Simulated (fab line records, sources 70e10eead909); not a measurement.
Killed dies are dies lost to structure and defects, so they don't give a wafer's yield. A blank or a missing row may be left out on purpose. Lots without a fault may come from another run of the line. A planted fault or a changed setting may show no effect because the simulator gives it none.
Chamber matching | flow nand_harc | NHARC_A_WL_FILL_STRIP_29 on rie_diel-03: 4 sister chambers
The step strips in O2, time 20 s. 4 wafers are shown with their chamber, then 7 later ones without.

WAFERS WITH THEIR CHAMBER
wafer  | chamber | drypump_motor_current_A (A)
L081.3 | 1       | 6.1
L088.3 | 2       | 6.0
L094.1 | 0       | 5.7
L094.2 | 3       | 5.5

WAFERS WITHOUT THEIR CHAMBER
wafer  | drypump_motor_current_A (A)
L094.3 | 6.1
L093.1 | 5.6
L093.2 | 6.0
L093.4 | 6.2
L096.2 | 5.6
L096.4 | 6.2
L096.6 | 5.5

WHICH CHAMBER EACH WENT THROUGH
wafer  | from the rows above     | in truth
L094.3 | can't be placed: 1 or 2 | 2
L093.1 | can't be placed: 3 or 0 | 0
L093.2 | can't be placed: 2 or 1 | 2
L093.4 | can't be placed: 1 or 2 | 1
L096.2 | can't be placed: 3 or 0 | 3
L096.4 | can't be placed: 1 or 2 | 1
L096.6 | 3                       | 3
Placed correctly: 1 of 7. Can't be placed from these rows: 6 (the true chamber is among the candidates in 6). Placed wrongly: 0.
How it was worked out, from the rows above alone: a wafer's distance from a chamber is the root of the sum, over the readings, of the square of ((its reading less the chamber's mean) divided by the reading's scatter). The wafer belongs to the nearest chamber; if the next one is less than 2 further off, it can't be placed. A chamber's mean is the mean of its shown wafers. The scatter: with one shown wafer a chamber, the root of the mean of the squares of how far each hidden wafer lies from its nearest shown one.
